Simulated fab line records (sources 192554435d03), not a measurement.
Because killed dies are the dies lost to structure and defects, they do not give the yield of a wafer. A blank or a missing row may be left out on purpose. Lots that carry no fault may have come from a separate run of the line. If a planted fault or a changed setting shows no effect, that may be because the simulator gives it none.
A struck lot beside a sound one + flow n5Finfet + 20 steps out of a route of 1938
Sound: the wafers L333.2, L333.3, L333.6. Wafers L351.1, L351.3, L351.6 were the ones struck. The cause comes at the end.
For every step that has rows: the tool of each side, followed by ch and its chambers, followed by its first start. Under that, the readings that differ: sound wafers + struck wafers + difference of the means + sigmas: that difference in standard deviations of wafers without a fault.
alike: words and numbers the same on both sides, and readings whose means are apart by under 2 such deviations; not compared: readings that were withheld, readings missing a value for some wafer, numbers with overlapping values and no deviation given by the record, and bounds like >300 which may hide the same value.
Wherever a step has rows on one side only, a row that says differs or no value, or a row with sigmas, the two part there. Numbers that don't overlap but have no deviation are shown without sigmas and don't part them. A reading missing from all wafers of one side parts the sides only when that side holds two or more wafers.

N5_BEOL_M3_RS_MEAS_58: measurement is done with a four-point probe.
  sound on filmMetro-02, day 9 06:16; struck on filmMetro-01, day 14 14:29
  alike: M3_RS
N5_BEOL_M3_INSPECT_59: inspects for defects (darkfield).
  sound on defectInspect-02, day 9 06:17; struck on defectInspect-01, day 14 14:31
  alike: rawDefectCount
N5_BEOL_M4_ILD_DEP_00: deposits SiOC from DEMS/O2, target thk 79 nm, time 15.3 s.
  sound on pecvd-03 ch 0,1,2, day 9 06:19; struck on pecvd-03 ch 1,2, day 14 14:33
  alike: heaterPowerW, showerheadPlenumPTorr, throttleValvePct
N5_BEOL_M4_THK_MEAS_01:
  sound on filmMetro-02, day 9 06:23; struck on filmMetro-02, day 14 14:38
  alike: M4_ILD_THK
N5_BEOL_M4_PECVD_72: deposits SiO2 from TEOS/O2, target thk 16 nm, time 18 s.
  sound on pecvd-04 ch 0,1,2, day 9 06:26; struck on pecvd-04 ch 1,2, day 14 14:40
  alike: heaterPowerW, showerheadPlenumPTorr, throttleValvePct
N5_BEOL_M4_HM_DEP_02: deposits TiN, target thk 20 nm.
  sound on pvdSputter-02, day 9 06:59; struck on pvdSputter-03, day 14 16:41
  alike: chamberPressurePa, substrateTempC, throttleValvePct
then, 6 steps without rows for these wafers: N5_BEOL_M4_COAT_61 (time 60 s, resist thk 60 nm); N5_BEOL_M4_COAT_62 (time 60 s, resist thk 12 nm); N5_BEOL_M4_COAT_73 (time 60 s, resist thk 5 nm); N5_BEOL_M4_COAT_05 (resist thk 30 nm); N5_BEOL_M4_EBR_07; N5_BEOL_M4_SOFTBAKE_06 (time 60 s).
N5_BEOL_M4_EXPOSE_08: exposes mask M4.
  sound on euvScanner-01 ch 0, day 9 07:22; struck on euvScanner-02 ch 0, day 14 16:58
| reading                       | sound | struck      | difference | sigmas |
|-------------------------------|-------|-------------|------------|--------|
| model.BEOL_M4.overlayXNm (nm) | 0 0 0 | 4.8 4.8 4.8 | +4.8       |        |
  alike: mask
then, 2 steps without rows for these wafers: N5_BEOL_M4_PEB_09 (peb time 60 s); N5_BEOL_M4_DEVELOP_10 (develop time 30 s).
N5_BEOL_M4_CD_MEAS_11: target cd 16.79 nm.
  sound on cdSem-01 ch 0, day 9 07:30; struck on cdSem-02 ch 0, day 14 17:05
  alike: cdNm
N5_BEOL_M4_OVL_MEAS_12:
  sound on overlay-02 ch 0, day 9 07:32; struck on overlay-02 ch 0, day 14 17:07
| reading     | sound        | struck      | difference | sigmas |
|-------------|--------------|-------------|------------|--------|
| M4_OVL (nm) | -0.3 1.0 0.5 | 4.9 4.3 5.1 | +4.4       | +6     |
N5_BEOL_M4_INSPECT_13: inspects for defects (brightfield).
  sound on defectInspect-02, day 9 07:35; struck on defectInspect-02, day 14 17:11
  alike: rawDefectCount
N5_BEOL_M4_RC_MEAS_101:
  sound on prober-02 ch 0, day 10 11:44; struck on prober-02 ch 0, day 15 09:59
  alike: DIBL_N, DIBL_P, IOFF_N, IOFF_P, ION_N, ION_P, SS_N, SS_P, VT_N, VT_P
then, 1 step without rows for these wafers: N5_PASSIVATION_PROBE_49.

WHERE THEY PART
Only at N5_BEOL_M4_OVL_MEAS_12, within this record. Later steps at which nothing parts them and some readings are alike: N5_BEOL_M4_INSPECT_13, N5_BEOL_M4_RC_MEAS_101.

WHY: the cause the simulator had injected
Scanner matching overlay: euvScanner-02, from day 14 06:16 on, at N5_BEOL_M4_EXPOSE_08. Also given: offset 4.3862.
